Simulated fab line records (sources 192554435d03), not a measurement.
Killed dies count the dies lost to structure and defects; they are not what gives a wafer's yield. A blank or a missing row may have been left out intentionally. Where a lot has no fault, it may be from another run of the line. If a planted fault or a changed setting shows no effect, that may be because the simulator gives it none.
fab line records	flow n5-finfet
record lots=7	wafers=39
route steps=1938 shown BEOL_M11@1578 BEOL_M13@1696
start-h: hours from the record's opening day to when the first of the lot's shown wafers began	wait-h: how many hours have passed since the lot's step before this one	" same as the row above	L1.1+2: several wafers, shown together as one row	- either no value or no given start	* or withheld: withheld	< > ~ a bound
route shown NAME@n: NAME is a module with steps in the file, n the number in the route of the first one	usual: average and standard deviation across the fault-free wafers	same: alike in all rows	chamber/n: place in a boat	sites: per-site readings	_std_site: the values' standard deviation	_edge_site: the outer-site mean with the inner-site mean subtracted	radius-mm: how far each site lies from the wafer's centre	mask NAME#n: copy n	behind: the most recent tool/chamber to have shaped the wafer	hold: why the lot went on hold/how many hours it stayed there/how the hold came to an end	device: which transistor (n, p or np) failed to switch	end of line: tests run on the same wafers once the route is complete	a step with no rows: only its recipe	killed: the dies lost at the first sort to structure and to defects; this is not the yield of the wafer	map: shows each die of a wafer: x if killed, . if not, _ if none is there
set.NAME: the run value of the setting; set.NAME@STEP: its run value at that earlier step	model.NAME: the simulator's own value behind a step, which no gauge read
lots run with intentionally changed settings; tables by step, rows by wafer
## steps
# step N5_BEOL_M11_TRENCH_ETCH_37
# recipe chemistry=C4F6/O2	target-depth-a=1488.3	target=SiCOH_lowk	time-s=48	ion-energy-ev=250	pressure-mtorr=30	source-w=345	bias-w=185	Ar_flow_sccm=300	C4F6_flow_sccm=10	O2_flow_sccm=10
lot.wafer	tool	chamber	start-h	wait-h	set.time-s	model.etch.depth-nm	model.BEOL_M11.feature-depth-nm	model.TiN_of_BEOL_M11_HM_DEP_02.thk-nm
L075.1	rie-diel-04	3	-	-	20.3	61.71	61.8	18.6
L075.2	"	0	"	"	48	143	143	16.2
L075.3	"	2	"	"	20.3	61.43	61.4	18.6
L075.4	"	1	"	"	20.3	61.07	61	18.6
L075.5	"	3	"	"	48	144.6	144.6	16.2
L075.6	"	2	"	"	48	144.2	144.2	16.4
L078.1	rie-diel-04	1	-	-	60.42	183.5	183.4	15.2
L078.2	"	0	"	"	48	143.1	143.2	16.4
L078.3	"	3	"	"	48	146.8	146.8	16
L078.4	"	2	"	"	60.42	185.2	185.2	15.2
L078.5	"	0	"	"	48	144.3	144.4	16
L078.6	"	1	"	"	60.42	182.5	182.6	14.8
L085.1	rie-diel-04	0	-	-	48	144.9	145	15.8
L085.2	"	1	"	"	48	145.6	145.6	15.6
L085.3	"	0	"	"	62.67	187.9	188	14.6
L085.4	"	1	"	"	62.67	192	192	14.2
L085.5	"	0	"	"	62.67	189.4	189.4	14.6
L085.6	"	1	"	"	48	146.1	146	15.8
L090.1	rie-diel-04	3	-	-	55.43	168.8	168.8	15.6
L090.2	"	2	"	"	55.43	169.7	169.8	15.2
L090.3	"	1	"	"	48	144.9	145	16.2
L090.4	"	1	"	"	48	144.5	144.6	16.4
L090.5	"	3	"	"	55.43	170.2	170.2	15.6
L090.6	"	2	"	"	48	145.9	146	15.8
L087.2	rie-diel-02	2	-	-	48	144.3	144.4	16.2
L087.4	"	0	"	"	48	150.2	150.2	16.4
L087.6	"	0	"	"	48	150.9	150.8	16
L091.1	rie-diel-04	3	-	-	48	146.7	146.6	15.8
L091.2	"	1	"	"	48	142.6	142.6	16
L091.3	"	2	"	"	40.31	122.4	122.4	16.6
L091.4	"	1	"	"	40.31	121.7	121.8	16.2
L091.5	"	2	"	"	48	146.4	146.4	16
L091.6	"	3	"	"	40.31	123.1	123.2	16.6
L093.1	rie-diel-06	3	-	-	48	148.5	148.6	15.6
L093.2	"	2	"	"	48	145.8	145.8	15.6
L093.3	"	1	"	"	48	146.6	146.6	15.6
L093.4	"	0	"	"	48	152.1	152	15.8
L093.5	"	0	"	"	48	152.6	152.6	15.4
L093.6	"	3	"	"	48	148.3	148.4	15.4
# step N5_BEOL_M11_ETCH_41
# recipe chemistry=CH3F/O2	target=SiCN	target-depth-a=426	taper-deg=2	time-s=86	ion-energy-ev=120	mask-material=TiN	pressure-mtorr=30	source-w=395	bias-w=75	Ar_flow_sccm=150	CH3F_flow_sccm=30	O2_flow_sccm=20
# step N5_BEOL_M11_STRIP_77
# recipe chemistry=N2/H2	time-s=10	power-w=450	temp-c=40	pressure-mtorr=20	rf-frequency-hz=6e+07	bias-power-w=7	n2-flow-sccm=200	h2-flow-sccm=200
# step N5_BEOL_M11_OCD_MEAS_38
# usual trench-depth-nm=146.6/2.4
lot.wafer	tool	chamber	start-h	wait-h	set.time-s@BEOL_M11_TRENCH_ETCH_37	trench-depth-nm
L075.1	ocd-02	-	231.30	-	20.3	61.7
L075.2	"	-	"	"	48	143.2
L075.3	"	-	"	"	20.3	61.4
L075.4	"	-	"	"	20.3	61.2
L075.5	"	-	"	"	48	144.5
L075.6	"	-	"	"	48	144.0
L078.1	ocd-02	-	248.47	-	60.42	183.4
L078.2	"	-	"	"	48	143.2
L078.3	"	-	"	"	48	146.9
L078.4	"	-	"	"	60.42	184.9
L078.5	"	-	"	"	48	144.8
L078.6	"	-	"	"	60.42	182.4
L085.1	ocd-01	-	288.60	-	48	144.7
L085.2	"	-	"	"	48	145.7
L085.3	"	-	"	"	62.67	187.9
L085.4	"	-	"	"	62.67	191.9
L085.5	"	-	"	"	62.67	189.1
L085.6	"	-	"	"	48	145.8
L090.1	ocd-02	-	308.92	-	55.43	168.4
L090.2	"	-	"	"	55.43	169.9
L090.3	"	-	"	"	48	144.6
L090.4	"	-	"	"	48	144.3
L090.5	"	-	"	"	55.43	169.6
L090.6	"	-	"	"	48	145.9
L087.2	ocd-01	-	311.94	-	48	144.4
L087.4	"	-	"	"	48	150.0
L087.6	"	-	"	"	48	150.7
L091.1	ocd-01	-	313.79	-	48	147.2
L091.2	"	-	"	"	48	142.3
L091.3	"	-	"	"	40.31	122.4
L091.4	"	-	"	"	40.31	121.8
L091.5	"	-	"	"	48	146.5
L091.6	"	-	"	"	40.31	123.0
L093.1	ocd-01	-	356.19	-	48	148.7
L093.2	"	-	"	"	48	145.4
L093.3	"	-	"	"	48	146.7
L093.4	"	-	"	"	48	152.0
L093.5	"	-	"	"	48	152.5
L093.6	"	-	"	"	48	147.9
# step N5_BEOL_M11_HM_STRIP_39
# recipe chemistry=peroxide-tin-strip	material=TiN	target-depth-a=250	temp-c=50	time-s=158
# step N5_BEOL_M11_SRD_40
# recipe time-s=30	temp-c=23	rinse-liquid=diw	dry=ipa-marangoni
# step N5_BEOL_M11_ECD_50
# recipe material=Cu	target-thk-a=3180
# step N5_BEOL_M11_ANNEAL_51
# recipe temp-c=225	time-s=90	ambient=N2
# step N5_BEOL_M11_CMP_52
# recipe stop-on=SiCOH_lowk	t-overpolish-s=7	down-force-psi=1	platen-rpm=50	clearing-platen-down-force-psi=1.5	clearing-platen-rpm=50	post-cmp-clean=cu-alkaline	target-thk-nm=140	clearing-platen-pad-velocity-m-s=0.99484	pad-velocity-m-s=0.99484
lot.wafer	tool	chamber	start-h	wait-h	set.time-s@BEOL_M11_TRENCH_ETCH_37	model.Cu_of_BEOL_M11_ECD_50.thk-nm
L075.4+1	cmp-01	1,2	234.79	0.1	20.3	52.6
L075.2	"	3	"	"	48	133.6
L075.3	"	0	"	"	20.3	53.2
L075.6	"	1	"	"	48	135.6
L075.5	"	2	"	"	48	136.6
L078.4	cmp-04	3	250.32	0.1	60.42	178.2
L078.2	"	0	"	"	48	135.6
L078.3	"	1	"	"	48	138.8
L078.1	"	2	"	"	60.42	176.6
L078.5	"	3	"	"	48	137.2
L078.6	"	0	"	"	60.42	174
L085.1	cmp-01	0	290.43	0.3	48	136
L085.3	"	1	"	"	62.67	179.2
L085.4	"	2	"	"	62.67	183.2
L085.2	"	3	"	"	48	135.6
L085.5	"	0	"	"	62.67	179.8
L085.6	"	1	"	"	48	136.4
L090.4	cmp-01	1	311.59	0.1	48	133.8
L090.1	"	2	"	"	55.43	158.4
L090.2	"	3	"	"	55.43	160.4
L090.3	"	0	"	"	48	134.8
L090.6	"	1	"	"	48	134.6
L090.5	"	2	"	"	55.43	159.6
L087.2	cmp-01	2	314.41	0.2	48	135
L087.4	"	1	"	"	48	140.8
L087.6	"	3	"	"	48	141.8
L091.4	cmp-04	0	316.13	0.3	40.31	112.4
L091.2	"	1	"	"	48	132.6
L091.1	"	2	"	"	48	138.8
L091.3+6	"	3,0	"	"	40.31	113.8
L091.5	"	1	"	"	48	136.6
L093.1	cmp-01	0	358.16	0.3	48	139
L093.4	"	1	"	"	48	142.4
L093.3	"	2	"	"	48	137.6
L093.2	"	3	"	"	48	136.4
L093.5	"	0	"	"	48	144.8
L093.6	"	1	"	"	48	138.4
# step N5_BEOL_M11_THK_MEAS_53
# recipe thk-meas-gauge=xrf	reads=Cu_of_BEOL_M11_ECD_50
# usual M11_THK=138.9/2.8
lot.wafer	tool	chamber	start-h	wait-h	set.time-s@BEOL_M11_TRENCH_ETCH_37	M11_THK[nm]
L075.1	film-metro-02	-	235.09	-	20.3	53.1
L075.2	"	-	"	"	48	135.5
L075.3	"	-	"	"	20.3	54.1
L075.4	"	-	"	"	20.3	53.2
L075.5	"	-	"	"	48	138.6
L075.6	"	-	"	"	48	137.8
L078.1	film-metro-01	-	250.62	-	60.42	177.2
L078.2	"	-	"	"	48	135.8
L078.3	"	-	"	"	48	139.0
L078.4	"	-	"	"	60.42	179.0
L078.5	"	-	"	"	48	137.4
L078.6	"	-	"	"	60.42	174.4
L085.1	film-metro-02	-	290.73	-	48	136.8
L085.2	"	-	"	"	48	137.1
L085.3	"	-	"	"	62.67	180.9
L085.4	"	-	"	"	62.67	184.9
L085.5	"	-	"	"	62.67	182.7
L085.6	"	-	"	"	48	138.0
L090.1	film-metro-01	-	311.88	-	55.43	159.7
L090.2	"	-	"	"	55.43	161.6
L090.3	"	-	"	"	48	136.0
L090.4	"	-	"	"	48	135.0
L090.5	"	-	"	"	55.43	161.9
L090.6	"	-	"	"	48	136.4
L087.2	film-metro-02	-	314.71	-	48	137.6
L087.4	"	-	"	"	48	143.6
L087.6	"	-	"	"	48	144.8
L091.1	film-metro-02	-	316.42	-	48	140.5
L091.2	"	-	"	"	48	134.9
L091.3	"	-	"	"	40.31	115.5
L091.4	"	-	"	"	40.31	114.0
L091.5	"	-	"	"	48	138.1
L091.6	"	-	"	"	40.31	116.0
L093.1	film-metro-01	-	358.45	-	48	140.8
L093.2	"	-	"	"	48	137.6
L093.3	"	-	"	"	48	139.0
L093.4	"	-	"	"	48	144.2
L093.5	"	-	"	"	48	145.7
L093.6	"	-	"	"	48	139.2
# step N5_BEOL_M11_PRE_CLEAN_55
# recipe gas=NH3	time-s=15	temp-c=withheld	rf-power-w=300
# step N5_BEOL_M11_DEP_56
# recipe material=SiCN	target-thk-a=300	temp-c=withheld	precursor=3MS/NH3	pressure-torr=3	rf-w=675	time-s=10.5
# step N5_BEOL_M11_RS_MEAS_57
# recipe thk-meas-gauge=four-point-probe	reads=Cu_of_BEOL_M11_ECD_50+Co_of_BEOL_M11_CVD_75+TaN_of_BEOL_M11_ALD_74
# usual M11_RS=0.154/0.0033
lot.wafer	tool	chamber	start-h	wait-h	set.time-s@BEOL_M11_TRENCH_ETCH_37	M11_RS[ohm/sq]
L075.1	film-metro-02	-	235.21	0.0	20.3	0.474
L075.2	"	-	"	"	48	0.159
L075.3	"	-	"	"	20.3	0.466
L075.4	"	-	"	"	20.3	0.473
L075.5	"	-	"	"	48	0.155
L075.6	"	-	"	"	48	0.156
L078.1	film-metro-02	-	250.74	0.0	60.42	0.117
L078.2	"	-	"	"	48	0.156
L078.3	"	-	"	"	48	0.153
L078.4	"	-	"	"	60.42	0.116
L078.5	"	-	"	"	48	0.154
L078.6	"	-	"	"	60.42	0.119
L085.1	film-metro-01	-	290.87	0.1	48	0.155
L085.2	"	-	"	"	48	0.156
L085.3	"	-	"	"	62.67	0.115
L085.4	"	-	"	"	62.67	0.112
L085.5	"	-	"	"	62.67	0.115
L085.6	"	-	"	"	48	0.155
L090.1	film-metro-02	-	312.04	0.1	55.43	0.132
L090.2	"	-	"	"	55.43	0.130
L090.3	"	-	"	"	48	0.157
L090.4	"	-	"	"	48	0.159
L090.5	"	-	"	"	55.43	0.130
L090.6	"	-	"	"	48	0.158
L087.2	film-metro-01	-	314.83	0.0	48	0.157
L087.4	"	-	"	"	48	0.150
L087.6	"	-	"	"	48	0.148
L091.1	film-metro-02	-	316.55	0.0	48	0.152
L091.2	"	-	"	"	48	0.160
L091.3	"	-	"	"	40.31	0.190
L091.4	"	-	"	"	40.31	0.193
L091.5	"	-	"	"	48	0.155
L091.6	"	-	"	"	40.31	0.190
L093.1	film-metro-02	-	358.58	0.0	48	0.152
L093.2	"	-	"	"	48	0.155
L093.3	"	-	"	"	48	0.154
L093.4	"	-	"	"	48	0.148
L093.5	"	-	"	"	48	0.145
L093.6	"	-	"	"	48	0.153
# step N5_BEOL_M13_TRENCH_ETCH_34
# recipe chemistry=C4F8/O2/Ar	target=SiOC	target-depth-a=4134.7	mask-material=SOC	pressure-mtorr=30	source-w=3000	bias-w=700	Ar_flow_sccm=400	C4F8_flow_sccm=15	O2_flow_sccm=8	he-inner-torr=15	he-outer-torr=30	time-s=162.6	ion-energy-ev=250
lot.wafer	tool	chamber	start-h	wait-h	set.time-s	model.etch.depth-nm
L075.1	rie-diel-04	1	242.27	0.0	131	330.5
L075.2	"	0	"	"	131	325.8
L075.3	"	3	"	"	131	329.6
L075.4	"	2	"	"	162.6	404.1
L075.5	"	1	"	"	162.6	408.9
L075.6	"	0	"	"	162.6	405.5
L078.1	rie-diel-04	3	258.54	0.0	251.4	630.6
L078.2	"	2	"	"	162.6	411.2
L078.3	"	0	"	"	251.4	621.2
L078.4	"	1	"	"	251.4	631
L078.5	"	0	"	"	162.6	400.9
L078.6	"	3	"	"	162.6	407.8
L085.1	rie-diel-04	3	299.14	0.0	68.31	172.8
L085.2	"	1	"	"	68.31	171.1
L085.3	"	0	"	"	162.6	403.3
L085.4	"	3	"	"	162.6	408.6
L085.5	"	0	"	"	68.31	170.2
L085.6	"	1	"	"	162.6	406.8
L090.1	rie-diel-06	3	318.87	0.0	162.6	419.4
L090.2	"	0	"	"	162.6	424.7
L090.3	"	2	"	"	162.6	408.4
L090.4	"	1	"	"	162.6	415.7
L090.5	"	1	"	"	162.6	418.9
L090.6	"	0	"	"	162.6	424.3
L087.2	rie-diel-02	1	322.44	0.0	162.6	409.7
L087.4	"	3	"	"	162.6	416.5
L087.6	"	0	"	"	162.6	420.4
L091.1	rie-diel-06	3	322.98	0.0	162.6	412
L091.2	"	2	"	"	162.6	403.2
L091.3	"	1	"	"	220.1	556.7
L091.4	"	0	"	"	162.6	416.7
L091.5	"	2	"	"	220.1	544.4
L091.6	"	1	"	"	220.1	556.6
L093.1	rie-diel-02	0	368.36	0.0	162.6	416
L093.2	"	1	"	"	78.6	197.4
L093.3	"	3	"	"	162.6	418
L093.4	"	0	"	"	162.6	415.7
L093.5	"	3	"	"	78.6	201
L093.6	"	1	"	"	78.6	199.2
# step N5_BEOL_M13_STRIP_70
# recipe chemistry=C4F8/O2/Ar	resist=SiARC	rf-frequency-hz=6e+07
# step N5_BEOL_M13_OCD_MEAS_35
# usual trench-depth-nm=411/6.7
lot.wafer	tool	chamber	start-h	wait-h	set.time-s@BEOL_M13_TRENCH_ETCH_34	trench-depth-nm
L075.1	ocd-02	-	242.45	0.0	131	331
L075.2	"	-	"	"	131	326
L075.3	"	-	"	"	131	330
L075.4	"	-	"	"	162.6	404
L075.5	"	-	"	"	162.6	409
L075.6	"	-	"	"	162.6	405
L078.1	ocd-02	-	258.71	0.0	251.4	631
L078.2	"	-	"	"	162.6	411
L078.3	"	-	"	"	251.4	622
L078.4	"	-	"	"	251.4	632
L078.5	"	-	"	"	162.6	401
L078.6	"	-	"	"	162.6	408
L085.1	ocd-01	-	299.31	0.0	68.31	173
L085.2	"	-	"	"	68.31	171
L085.3	"	-	"	"	162.6	403
L085.4	"	-	"	"	162.6	409
L085.5	"	-	"	"	68.31	170
L085.6	"	-	"	"	162.6	407
L090.1	ocd-01	-	319.05	0.0	162.6	419
L090.2	"	-	"	"	162.6	425
L090.3	"	-	"	"	162.6	409
L090.4	"	-	"	"	162.6	416
L090.5	"	-	"	"	162.6	419
L090.6	"	-	"	"	162.6	424
L087.2	ocd-02	-	322.61	0.0	162.6	410
L087.4	"	-	"	"	162.6	417
L087.6	"	-	"	"	162.6	420
L091.1	ocd-01	-	323.15	0.0	162.6	413
L091.2	"	-	"	"	162.6	403
L091.3	"	-	"	"	220.1	556
L091.4	"	-	"	"	162.6	416
L091.5	"	-	"	"	220.1	544
L091.6	"	-	"	"	220.1	557
L093.1	ocd-02	-	368.54	0.0	162.6	417
L093.2	"	-	"	"	78.6	198
L093.3	"	-	"	"	162.6	419
L093.4	"	-	"	"	162.6	415
L093.5	"	-	"	"	78.6	201
L093.6	"	-	"	"	78.6	199
# step N5_BEOL_M13_STRIP_37
# recipe chemistry=N2/H2	power-w=1000	temp-c=250	h2-frac=0.65	overash-fraction=0.3	pressure-mtorr=withheld	n2-flow-sccm=1750	h2-flow-sccm=3250
# step N5_BEOL_M13_ETCH_38
# recipe chemistry=CF4/N2	target=SiCN	target-depth-a=675	taper-deg=2	time-s=71.9	ion-energy-ev=150	mask-material=SiO2	pressure-mtorr=40	source-w=430	bias-w=70	Ar_flow_sccm=100	cf4-flow-sccm=60	n2-flow-sccm=60
# step N5_BEOL_M13_ECD_47
# recipe material=Cu	target-thk-a=9360
# step N5_BEOL_M13_ANNEAL_48
# recipe temp-c=225	time-s=90	ambient=N2
# step N5_BEOL_M13_CMP_49
# recipe stop-on=SiOC	t-overpolish-s=17.1	down-force-psi=1	platen-rpm=50	clearing-platen-down-force-psi=1.5	clearing-platen-rpm=50	post-cmp-clean=cu-alkaline	target-thk-nm=420	clearing-platen-pad-velocity-m-s=0.99484	pad-velocity-m-s=0.99484
lot.wafer	tool	chamber	start-h	wait-h	set.time-s@BEOL_M13_TRENCH_ETCH_34	model.Cu_of_BEOL_M13_ECD_47.thk-nm
L075.3	cmp-01	1	247.20	0.2	131	337
L075.2	"	2	"	"	131	334
L075.1	"	3	"	"	131	339
L075.4	"	0	"	"	162.6	411.6
L075.5	"	1	"	"	162.6	416.4
L075.6	"	2	"	"	162.6	414.4
L078.3	cmp-03	1	262.68	0.2	251.4	630.4
L078.4	"	2	"	"	251.4	640.6
L078.1	"	3	"	"	251.4	639.6
L078.2	"	0	"	"	162.6	418.8
L078.6	"	1	"	"	162.6	417.2
L078.5	"	2	"	"	162.6	411.6
L085.2	cmp-03	3	300.93	0.2	68.31	176.6
L085.4	"	0	"	"	162.6	413.6
L085.3	"	1	"	"	162.6	410.2
L085.1	"	2	"	"	68.31	180.6
L085.6	"	3	"	"	162.6	413
L085.5	"	0	"	"	68.31	176.8
L090.4	cmp-03	1	322.94	0.1	162.6	424.4
L090.3	"	2	"	"	162.6	416.4
L090.1	"	3	"	"	162.6	426.6
L090.2	"	0	"	"	162.6	431
L090.5	"	1	"	"	162.6	427.2
L090.6	"	2	"	"	162.6	431.8
L087.4	cmp-02	0	324.27	0.2	162.6	424
L087.2	"	1	"	"	162.6	415.4
L087.6	"	3	"	"	162.6	426.6
L091.3	cmp-02	0	325.35	0.2	220.1	564.6
L091.1	"	1	"	"	162.6	418
L091.4	"	2	"	"	162.6	422
L091.2	"	3	"	"	162.6	409.8
L091.5	"	0	"	"	220.1	551.6
L091.6	"	1	"	"	220.1	562.8
L093.1	cmp-03	2	377.60	0.3	162.6	424.4
L093.3	"	3	"	"	162.6	424.2
L093.4	"	0	"	"	162.6	422.2
L093.2	"	1	"	"	78.6	205
L093.6	"	2	"	"	78.6	206.2
L093.5	"	3	"	"	78.6	206.8
# step N5_BEOL_M13_THK_MEAS_50
# recipe thk-meas-gauge=xrf	reads=Cu_of_BEOL_M13_ECD_47
# usual M13_THK=423/7.6
lot.wafer	tool	chamber	start-h	wait-h	set.time-s@BEOL_M13_TRENCH_ETCH_34	M13_THK[nm]
L075.1	film-metro-02	-	247.49	-	131	349
L075.2	"	-	"	"	131	343
L075.3	"	-	"	"	131	347
L075.4	"	-	"	"	162.6	424
L075.5	"	-	"	"	162.6	428
L075.6	"	-	"	"	162.6	426
L078.1	film-metro-01	-	262.97	-	251.4	636
L078.2	"	-	"	"	162.6	418
L078.3	"	-	"	"	251.4	630
L078.4	"	-	"	"	251.4	640
L078.5	"	-	"	"	162.6	412
L078.6	"	-	"	"	162.6	415
L085.1	film-metro-02	-	301.23	-	68.31	183
L085.2	"	-	"	"	68.31	179
L085.3	"	-	"	"	162.6	417
L085.4	"	-	"	"	162.6	421
L085.5	"	-	"	"	68.31	179
L085.6	"	-	"	"	162.6	421
L090.1	film-metro-01	-	323.24	-	162.6	428
L090.2	"	-	"	"	162.6	436
L090.3	"	-	"	"	162.6	419
L090.4	"	-	"	"	162.6	427
L090.5	"	-	"	"	162.6	429
L090.6	"	-	"	"	162.6	436
L087.2	film-metro-02	-	324.49	-	162.6	421
L087.4	"	-	"	"	162.6	431
L087.6	"	-	"	"	162.6	432
L091.1	film-metro-02	-	325.64	-	162.6	426
L091.2	"	-	"	"	162.6	416
L091.3	"	-	"	"	220.1	579
L091.4	"	-	"	"	162.6	431
L091.5	"	-	"	"	220.1	563
L091.6	"	-	"	"	220.1	572
L093.1	film-metro-01	-	377.90	-	162.6	427
L093.2	"	-	"	"	78.6	205
L093.3	"	-	"	"	162.6	423
L093.4	"	-	"	"	162.6	423
L093.5	"	-	"	"	78.6	207
L093.6	"	-	"	"	78.6	206
# step N5_BEOL_M13_PRE_CLEAN_52
# recipe gas=NH3	time-s=15	temp-c=withheld	rf-power-w=300
# step N5_BEOL_M13_DEP_53
# recipe material=SiCN	target-thk-a=500	temp-c=withheld	precursor=3MS/NH3	pressure-torr=3	rf-w=675	time-s=17.8
# step N5_BEOL_M13_RS_MEAS_54
# recipe thk-meas-gauge=four-point-probe	reads=Cu_of_BEOL_M13_ECD_47+Ta_of_BEOL_M13_SPUTTER_44+TaN_of_BEOL_M13_SPUTTER_43
# usual M13_RS=0.0452/0.00077
lot.wafer	tool	chamber	start-h	wait-h	set.time-s@BEOL_M13_TRENCH_ETCH_34	M13_RS[ohm/sq]
L075.1	film-metro-02	-	247.65	0.0	131	0.0562
L075.2	"	-	"	"	131	0.0571
L075.3	"	-	"	"	131	0.0564
L075.4	"	-	"	"	162.6	0.0459
L075.5	"	-	"	"	162.6	0.0453
L075.6	"	-	"	"	162.6	0.0456
L078.1	film-metro-02	-	263.10	0.0	251.4	0.0291
L078.2	"	-	"	"	162.6	0.0450
L078.3	"	-	"	"	251.4	0.0296
L078.4	"	-	"	"	251.4	0.0291
L078.5	"	-	"	"	162.6	0.0460
L078.6	"	-	"	"	162.6	0.0453
L085.1	film-metro-02	-	301.36	0.0	68.31	0.1093
L085.2	"	-	"	"	68.31	0.1119
L085.3	"	-	"	"	162.6	0.0461
L085.4	"	-	"	"	162.6	0.0456
L085.5	"	-	"	"	68.31	0.1119
L085.6	"	-	"	"	162.6	0.0457
L090.1	film-metro-01	-	323.36	0.0	162.6	0.0441
L090.2	"	-	"	"	162.6	0.0437
L090.3	"	-	"	"	162.6	0.0453
L090.4	"	-	"	"	162.6	0.0444
L090.5	"	-	"	"	162.6	0.0441
L090.6	"	-	"	"	162.6	0.0436
L087.2	film-metro-01	-	324.62	0.1	162.6	0.0454
L087.4	"	-	"	"	162.6	0.0445
L087.6	"	-	"	"	162.6	0.0442
L091.1	film-metro-01	-	325.77	0.0	162.6	0.0452
L091.2	"	-	"	"	162.6	0.0461
L091.3	"	-	"	"	220.1	0.0331
L091.4	"	-	"	"	162.6	0.0447
L091.5	"	-	"	"	220.1	0.0339
L091.6	"	-	"	"	220.1	0.0332
L093.1	film-metro-01	-	378.03	0.0	162.6	0.0445
L093.2	"	-	"	"	78.6	0.0952
L093.3	"	-	"	"	162.6	0.0444
L093.4	"	-	"	"	162.6	0.0447
L093.5	"	-	"	"	78.6	0.0944
L093.6	"	-	"	"	78.6	0.0949
## key
split step=N5_BEOL_M11_TRENCH_ETCH_37	setting=time-s	stated=48	by=wafer
response step=N5_BEOL_M11_TRENCH_ETCH_37	reading=model.etch.depth-nm	change=+1.45	per=1%	r=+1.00
response step=N5_BEOL_M11_TRENCH_ETCH_37	reading=model.BEOL_M11.feature-depth-nm	change=+1.45	per=1%	r=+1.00
response step=N5_BEOL_M11_TRENCH_ETCH_37	reading=model.TiN_of_BEOL_M11_HM_DEP_02.thk-nm	change=-0.0405	per=1%	r=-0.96
response step=N5_BEOL_M11_OCD_MEAS_38	reading=trench-depth-nm	change=+1.45	per=1%	r=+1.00
response step=N5_BEOL_M11_CMP_52	reading=model.Cu_of_BEOL_M11_ECD_50.thk-nm	change=+1.45	per=1%	r=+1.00
response step=N5_BEOL_M11_THK_MEAS_53	reading=M11_THK	change=+1.47	per=1%	r=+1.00
response step=N5_BEOL_M11_RS_MEAS_57	reading=M11_RS	change=-0.00393	per=1%	r=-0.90
split step=N5_BEOL_M13_TRENCH_ETCH_34	setting=time-s	stated=162.6	by=wafer
response step=N5_BEOL_M13_TRENCH_ETCH_34	reading=model.etch.depth-nm	change=+4.08	per=1%	r=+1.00
response step=N5_BEOL_M13_OCD_MEAS_35	reading=trench-depth-nm	change=+4.09	per=1%	r=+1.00
response step=N5_BEOL_M13_CMP_49	reading=model.Cu_of_BEOL_M13_ECD_47.thk-nm	change=+4.08	per=1%	r=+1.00
response step=N5_BEOL_M13_THK_MEAS_50	reading=M13_THK	change=+4.13	per=1%	r=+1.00
response step=N5_BEOL_M13_RS_MEAS_54	reading=M13_RS	change=-0.000742	per=1%	r=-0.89
